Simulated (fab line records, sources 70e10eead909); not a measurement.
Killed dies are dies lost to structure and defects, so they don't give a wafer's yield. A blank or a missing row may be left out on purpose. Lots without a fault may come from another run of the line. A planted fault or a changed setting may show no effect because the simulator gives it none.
Chamber matching | flow nand_harc | NHARC_A_CONTACT_ALD_18 on ald_metal-02: 4 sister chambers
The step deposits TiN, target thk 3 nm, pulse time 1 s, ald cycles 150. 4 wafers are shown with their chamber, then 8 later ones without.

WAFERS WITH THEIR CHAMBER
wafer  | chamber | heater_power_w (W)
L091.1 | 0       | 1068
L091.4 | 2       | 1037
L091.5 | 1       | 1013
L093.2 | 3       | 1181

WAFERS WITHOUT THEIR CHAMBER
wafer  | heater_power_w (W)
L093.3 | 994
L093.6 | 1199
L095.1 | 1055
L095.2 | 1115
L095.3 | 1077
L095.4 | 1181
L095.5 | 1069
L095.6 | 1195

WHICH CHAMBER EACH WENT THROUGH
wafer  | from the rows above          | in truth
L093.3 | can't be placed: 1 or 2      | 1
L093.6 | 3                            | 3
L095.1 | can't be placed: 0 or 2 or 1 | 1
L095.2 | can't be placed: 0 or 3 or 2 | 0
L095.3 | can't be placed: 0 or 2      | 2
L095.4 | 3                            | 3
L095.5 | can't be placed: 0 or 2      | 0
L095.6 | 3                            | 3
Placed correctly: 3 of 8. Can't be placed from these rows: 5 (the true chamber is among the candidates in 5). Placed wrongly: 0.
How it was worked out, from the rows above alone: a wafer's distance from a chamber is the root of the sum, over the readings, of the square of ((its reading less the chamber's mean) divided by the reading's scatter). The wafer belongs to the nearest chamber; if the next one is less than 2 further off, it can't be placed. A chamber's mean is the mean of its shown wafers. The scatter: with one shown wafer a chamber, the root of the mean of the squares of how far each hidden wafer lies from its nearest shown one.
